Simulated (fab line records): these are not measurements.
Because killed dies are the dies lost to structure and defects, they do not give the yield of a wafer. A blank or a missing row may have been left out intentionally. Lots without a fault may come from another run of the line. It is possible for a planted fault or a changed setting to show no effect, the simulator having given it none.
Chamber matching -- flow nand-harc -- 4 sister chambers for NHARC_A_STAIRCASE_DESCUM_312 on rie-diel-01
The step chemistry O2, time 3 s. 16 wafers are shown with their chamber, then 8 later ones without.

## WAFERS PAIRED WITH THEIR CHAMBERS
wafer,chamber,showerhead-plenum-p-Torr (Torr),drypump-motor-current-A (A),rf-vpp-V (V)
L075.2,2,1.78,6.3,57.3
L075.3,3,1.99,5.6,58.2
L075.5,0,1.99,5.2,57.5
L078.2,0,1.99,5.2,57.9
L078.4,1,1.97,5.7,57.9
L078.5,0,1.99,5.2,58.2
L080.2,2,1.78,6.2,55.9
L080.3,3,1.98,5.6,58.4
L080.5,3,1.98,5.6,58.6
L087.2,2,1.77,6.2,56.7
L087.3,0,1.99,5.2,58.9
L087.5,1,1.97,5.7,57.5
L090.2,2,1.77,6.2,55.3
L090.5,2,1.77,6.2,57.1
L090.6,3,1.98,5.6,56.9
L089.1,2,1.77,6.3,57.4

SIGNATURES (means of the wafers above)
reading,chamber 0,chamber 1,chamber 2,chamber 3,scatter within a chamber
showerhead-plenum-p-Torr,1.9900,1.9700,1.7733,1.9825,0.00417
drypump-motor-current-A,5.200,5.700,6.233,5.600,0.0333
rf-vpp-V,58.125,57.700,56.617,58.025,0.734
Rule: for each reading, subtract the chamber's mean from the wafer's reading, divide by that reading's scatter and square the result; add these up over the readings and take the root, which gives the wafer's distance from the chamber. If the next closest chamber is less than 2 further off than the closest, the wafer can't be placed; otherwise it belongs to the closest. The scatter: the root of (the sum of the squares of (reading less its chamber's mean) over the shown wafers, divided by (wafers less chambers)).

## WAFERS WHOSE CHAMBER IS MISSING
wafer,showerhead-plenum-p-Torr (Torr),drypump-motor-current-A (A),rf-vpp-V (V)
L089.3,1.98,5.2,56.7
L089.6,1.98,5.7,59.7
L097.2,1.77,6.3,56.9
L097.4,1.98,5.2,58.9
L097.5,1.77,6.2,58.4
L096.2,1.96,5.7,57.4
L096.5,1.77,6.3,56.3
L096.6,1.97,5.6,57.8

## WHICH CHAMBER EACH ONE RAN IN
wafer,from the rows above,in truth
L089.3,0,0
L089.6,can't be placed: 1 or 3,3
L097.2,2,2
L097.4,0,0
L097.5,2,2
L096.2,1,1
L096.5,2,2
L096.6,can't be placed: 1 or 3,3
Correctly placed: 6 of 8. Not placeable from these rows: 2 (in 2, the candidates include the true chamber). Number placed wrongly: 0.
